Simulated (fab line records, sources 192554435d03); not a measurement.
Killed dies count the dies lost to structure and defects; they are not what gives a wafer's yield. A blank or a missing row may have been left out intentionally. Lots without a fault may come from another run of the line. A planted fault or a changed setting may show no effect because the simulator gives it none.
Lot-split experiment ; flow n5Finfet ; 21 wafers read from 7 lots, route of 1938 steps

## THE SPLIT
At N5_PASSIVATION_EXPOSE_27 (exposes mask PAD, defocus 0 nm), the setting doseMj was moved away from the recipe's 32.3 on 4 of the 21 wafers read, by -7.1% to +2.0%. The other wafers ran this setting at the recipe's value.

## FROM THE SPLIT TO THE READING: what the file shows between them, 3 steps
- N5_PASSIVATION_PEB_28
- N5_PASSIVATION_DEVELOP_29: develop time 60 s
- N5_PASSIVATION_HARDBAKE_31: time 120 s

## THE READING
cdNm, in nm, at N5_PASSIVATION_CD_MEAS_30 (target cd 4000 nm). Fault-free wafers of this fab line usually give 4000.7 nm, standard deviation 2.3 nm.

wafer;tool, chamber at the split;doseMj as run;against the recipe;cdNm, nm;against lot-mates on the recipe
L076.2;krfScanner-02, 0;32.3;recipe;4004.4;-
L076.4;krfScanner-02, 0;32.93;+2.0%;4005.9;+2.1
L076.5;krfScanner-02, 0;32.3;recipe;4003.2;-
L078.1;krfScanner-01, 0;32.3;recipe;4000.6;-
L078.3;krfScanner-01, 0;32.3;recipe;4002.3;-
L078.4;krfScanner-01, 0;32.3;recipe;3998.1;-
L083.1;krfScanner-01, 0;32.3;recipe;3999.8;-
L083.5;krfScanner-01, 0;32.3;recipe;3996.6;-
L083.6;krfScanner-01, 0;32.3;recipe;3999.5;-
L090.4;krfScanner-02, 0;32.3;recipe;4003.5;-
L090.5;krfScanner-02, 0;30.01;-7.1%;3989.2;-14.3
L090.6;krfScanner-02, 0;30.01;-7.1%;3992.9;-10.6
L093.1;krfScanner-01, 0;32.3;recipe;4004.3;-
L093.2;krfScanner-01, 0;32.3;recipe;4003.7;-
L093.3;krfScanner-01, 0;32.3;recipe;4003.0;-
L092.1;krfScanner-01, 0;32.3;recipe;4000.6;-
L092.3;krfScanner-01, 0;32.3;recipe;3999.0;-
L092.6;krfScanner-01, 0;32.3;recipe;4000.8;-
L097.3;krfScanner-01, 0;32.3;recipe;3998.6;-
L097.4;krfScanner-01, 0;32.3;recipe;3999.0;-
L097.5;krfScanner-01, 0;30.75;-4.8%;3992.3;-6.5

THE FIT
A straight line over all 21 wafers: cdNm changes by +1.53 nm for each +1% of doseMj; r = +0.84; the points scatter about the line by 2.4 nm.
The same after taking each lot's own level away (the mean of its wafers on the recipe; 21 wafers): +1.66 nm for each +1%; r = +0.96; scatter 1.3 nm.
That fit puts the effect of the largest move of doseMj on the reading at 12 nm.
Across the lots, their own levels run from 3998.63 to 4003.80 nm, a range of 2.2 times the standard deviation given above.
Hence the lot-to-lot level has little effect on the slope; both slopes agree.
Check: -10.2 nm against its lot-mates is what the line predicts for one of the wafers moved furthest among these (-7.1%) when that wafer is left out of the fit. It came out at -14.3 nm against them.

## THE OTHER SPLITS THESE WAFERS WENT THROUGH
Before the reading, these wafers also passed through other splits. Each is held against what the fit with the lots' levels taken away leaves over:
other split on the same wafers;wafers away from the commonest value;r with cdNm (lot level and that fit taken away)
N5_BEOL_M11_VIA_ETCH_34 timeS;4;-0.07
N5_BEOL_M11_TRENCH_ETCH_37 biasW;10;-0.32
N5_BEOL_M12_COAT_58 spinRpm;7;-0.35
N5_BEOL_M12_DESCUM_15 timeS;9;+0.06
N5_BEOL_M13_COAT_22 spinRpm;9;+0.18
N5_BEOL_M14_ETCH_68 timeS;7;-0.04
N5_PASSIVATION_EXPOSE_07 doseMj;9;-0.17
N5_PASSIVATION_VIA_ETCH_13 sourceW;10;+0.17
N5_PASSIVATION_ETCH_15 biasW;6;+0.07

## THE FILE'S OWN FIT
cdNm changes by +1.6 nm for each +1% of doseMj, r = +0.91.
